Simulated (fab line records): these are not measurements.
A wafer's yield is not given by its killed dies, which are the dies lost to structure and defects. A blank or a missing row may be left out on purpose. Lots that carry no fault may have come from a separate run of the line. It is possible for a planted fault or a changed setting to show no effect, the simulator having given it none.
Chamber matching ; flow n5 finfet ; rie diel-05 running N5_SDB_ETCH_17: 4 sister chambers
The step etches SiARC in CF4, target depth 23.4 nm, time 39 s. 16 wafers are shown with their chamber, then 8 later ones without.

WAFERS, EACH WITH ITS CHAMBER
wafer;chamber;showerhead plenum p Torr (Torr);drypump motor current A (A);etch rf on time s (s)
L074.3;1;2.24;6.2;39.7
L074.5;0;2.21;5.1;37.1
L074.6;3;2.13;5.5;37.1
L076.1;0;2.21;5.1;38.2
L076.4;1;2.24;6.1;40.8
L076.6;2;1.98;5.4;41.1
L082.2;2;1.97;5.5;40.6
L082.3;0;2.20;5.1;38.0
L082.6;1;2.24;6.2;40.0
L086.2;2;1.97;5.5;40.5
L086.4;2;1.97;5.5;40.2
L086.6;3;2.12;5.5;36.2
L087.1;1;2.23;6.1;39.8
L087.2;3;2.12;5.5;36.2
L087.3;2;1.97;5.5;40.4
L092.2;1;2.23;6.1;40.0

SIGNATURES (averages over the wafers above)
reading;chamber 0;chamber 1;chamber 2;chamber 3;scatter within a chamber
showerhead plenum p Torr;2.2067;2.2360;1.9720;2.1233;0.00527
drypump motor current A;5.100;6.140;5.480;5.500;0.0408
etch rf on time s;37.767;40.060;40.560;36.500;0.45
Rule: for each reading, subtract the chamber's mean from the wafer's reading, divide by that reading's scatter and square the result; add these up over the readings and take the root, which gives the wafer's distance from the chamber. The wafer belongs to the nearest chamber; if the next one is less than 2 further off, it can't be placed. The scatter is the square root of a quotient: the sum, over the shown wafers, of each reading's squared deviation from its chamber's mean, divided by wafers minus chambers.

WAFERS WITHOUT THEIR CHAMBER
wafer;showerhead plenum p Torr (Torr);drypump motor current A (A);etch rf on time s (s)
L092.4;1.96;5.4;41.1
L092.6;2.12;5.6;37.6
L095.3;2.23;6.1;39.8
L095.5;1.96;5.5;41.0
L095.6;2.23;6.1;39.7
L097.2;2.20;5.1;36.1
L097.4;1.96;5.4;40.9
L097.5;2.22;6.1;40.0

CHAMBER TAKEN BY EACH
wafer;from the rows above;in truth
L092.4;2;2
L092.6;3;3
L095.3;1;1
L095.5;2;2
L095.6;1;1
L097.2;0;0
L097.4;2;2
L097.5;1;1
Placed correctly: 8 of 8. From these rows, 0 cannot be placed. Placed wrongly: 0.
